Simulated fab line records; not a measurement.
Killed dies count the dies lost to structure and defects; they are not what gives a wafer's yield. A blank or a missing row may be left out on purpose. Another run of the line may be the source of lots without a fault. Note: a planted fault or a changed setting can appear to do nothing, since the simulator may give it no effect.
A struck lot beside a sound one | flow n5Finfet | 41 out of 1938 route steps
Sound: wafers L570.1, L570.5, L570.6. The struck wafers were L582.1, L582.5, L582.6. The cause comes at the end.
At each step with rows: each side's tool, then ch and its chambers, then its first start. Under that, the readings that differ: sound wafers | struck wafers | difference of the means | sigmas: that difference in standard deviations of wafers without a fault.
alike: same words and numbers on both sides, and readings whose means sit less than 2 such deviations apart. not compared: any withheld reading, any reading some wafer has no value for, any bound like >300 that may hide the same value, and any number with overlapping values for which the record gives no deviation.
A row with sigmas, a row that says differs or no value, or rows on one side alone: a step with any of these is where the two part. Numbers that have no deviation but don't overlap get no sigmas and don't part them. A reading missing from all wafers of one side parts the sides only when that side holds two or more wafers.

first, 5 steps without rows for these wafers: N5_HKMG_FIN_ETCH_31 (etches SiARC in CF4, target depth 45.5 nm, time 75.8 s); N5_HKMG_FIN_ETCH_32 (etches SOC in N2/H2, target depth 240 nm, time 300 s); N5_HKMG_FIN_STRIP_33 (strips in N2/H2); N5_HKMG_FIN_STRIP_34 (strips in CF4); N5_HKMG_FIN_ETCH_35 (etches SOC in N2/H2, target depth 215.8 nm, time 243.4 s).
N5_HKMG_FIN_STRIP_92: strips SOC in N2/H2, time 20 s.
  sound on rieDiel-03 ch 0,3, day 4 04:00; struck on rieDiel-06 ch 0,2,3, day 7 04:44
  alike: drypumpMotorCurrentA, oesProductAu, rfVppV, showerheadPlenumPTorr, throttleValvePct
  not compared: rfHoursCounterH
then, 4 steps without rows for these wafers: N5_HKMG_FIN_WET_ETCH_18 (etches TiN in SC1, time 55 s, target depth 5.2 nm, rinse time 30 s); N5_HKMG_FIN_STRIP_19 (strips in N2/H2, time 360 s); N5_HKMG_FIN_ALD_91 (deposits TiN, target thk 1 nm, pulse time 1 s, purge time 3 s); N5_HKMG_FIN_COAT_85 (time 60 s, resist thk 300 nm).
N5_HKMG_FIN_ETCH_86: etches SOC in N2/H2, stops on TiN, target depth 393.2 nm.
  sound on rieDiel-03 ch 0,1,2, day 4 04:52; struck on rieDiel-03 ch 1,2, day 7 05:37
  alike: drypumpMotorCurrentA, oesProductAu, rfVppV, showerheadPlenumPTorr, throttleValvePct
  not compared: rfHoursCounterH
then, 1 step without rows for these wafers: N5_HKMG_FIN_STRIP_89 (strips SOC in N2/H2, time 20 s).
N5_HKMG_FIN_WET_ETCH_87: etches TiN in SC1, time 154.2 s, target depth 4.7 nm, rinse time 30 s.
  sound on wetBench-05 ch 0,4,5, day 4 05:02; struck on wetBench-04 ch 0,1,7, day 7 05:46
then, 2 steps without rows for these wafers: N5_HKMG_FIN_STRIP_88 (strips in N2/H2, time 360 s); N5_HKMG_FIN_NWFM_ALD_20 (deposits TiAlC, target thk 2 nm, pulse time 3 s, purge time 2 s).
N5_HKMG_FIN_ALD_71: deposits TiN, target thk 1 nm, pulse time 1 s, purge time 3 s.
  sound on aldMetal-04 ch 0,2,3, day 4 05:37; struck on aldMetal-01 ch 1,2,3, day 7 06:20
  alike: heaterPowerOuterW, heaterPowerW, precursorPulseHeightRel
then, 2 steps without rows for these wafers: N5_HKMG_FIN_COAT_66 (time 60 s, resist thk 300 nm); N5_HKMG_FIN_ETCH_67 (etches SOC in N2/H2, stops on TiN, target depth 388.9 nm).
N5_HKMG_FIN_STRIP_90: strips SOC in N2/H2, time 20 s.
  sound on rieDiel-06 ch 0,2,3, day 4 06:01; struck on rieDiel-06 ch 0,1, day 7 06:44
  alike: drypumpMotorCurrentA, oesProductAu, rfVppV, showerheadPlenumPTorr, throttleValvePct
  not compared: rfHoursCounterH
then, 5 steps without rows for these wafers: N5_HKMG_FIN_WET_ETCH_73 (etches the open film in SC1, time 42.3 s, target depth 1.3 nm, rinse time 30 s); N5_HKMG_FIN_ETCHBACK_68 (etches the open film in Cl2/Ar, stops on HfO2, target depth 0.5 nm); N5_HKMG_FIN_STRIP_69 (strips in N2/H2, time 360 s); N5_HKMG_FIN_ALD_21 (deposits TiN, target thk 1.5 nm, pulse time 1 s, purge time 3 s); N5_HKMG_FIN_ALD_72 (deposits W, target thk 2 nm, pulse time 1 s, purge time 2 s).
N5_HKMG_FIN_W_FILL_22: material W, target thk 60 nm, time 18.2 s.
  sound on cvdW-02 ch 0,1, day 4 07:11; struck on cvdW-02 ch 0,1, day 7 07:58
  alike: heaterPowerOuterW, heaterPowerW, throttleValvePct
then, 15 steps without rows for these wafers: N5_HKMG_FIN_PRECLEAN_83 (cleans in DIW, time 57.5 s); N5_HKMG_FIN_SRD_84 (dry time 32 s); N5_HKMG_FIN_CMP_23 (polishes, stops on SiNx, t overpolish 10 s, target thk 46.326 nm); N5_HKMG_FIN_CMP_94 (polishes, stops on SiNx, t overpolish 4.7 s, target thk 43.299 nm); N5_GATE_CUT_ETCHBACK_00 (etches W in SF6/Cl2); N5_GATE_CUT_ETCH_56 (etches TiN in Cl2/Ar, target depth 21.6 nm); N5_GATE_CUT_ETCHBACK_30 (etches TiN in Cl2/Ar, target depth 3 nm); N5_GATE_CUT_VAPOR_ETCH_60 (etches HfO2 in BCl3/Cl2); N5_GATE_CUT_ETCH_58 (etches SiNx in CH3F/O2, target depth 17 nm, time 128.6 s); N5_GATE_CUT_STRIP_59 (strips in N2/H2, time 20 s); N5_GATE_CUT_PRECLEAN_31 (cleans in DIW, time 300 s); N5_GATE_CUT_SRD_32 (time 30 s); N5_GATE_CUT_SAC_CAP_01 (material SiNx, target thk 24 nm, pulse time 1 s, ald cycles 480); N5_GATE_CUT_PECVD_57 (deposits SiNx from SiH4/NH3/N2, target thk 21 nm); N5_GATE_CUT_CMP_02 (polishes, stops on SiO2, t overpolish 12.7 s, target thk 0 nm).
-- here the record skips 10 days between the struck wafers' starts before and after, leaving off in module GATE_CUT and picking up in module PASSIVATION (first step shown: number 1936 of the route) --
N5_PASSIVATION_PROBE_49:
  the record has rows for the struck wafers here (prober-02, day 16 21:32) and none for the sound ones

## WHERE THEY PART
Only at N5_PASSIVATION_PROBE_49, as far as this record shows.

WHY: what the simulator had put in
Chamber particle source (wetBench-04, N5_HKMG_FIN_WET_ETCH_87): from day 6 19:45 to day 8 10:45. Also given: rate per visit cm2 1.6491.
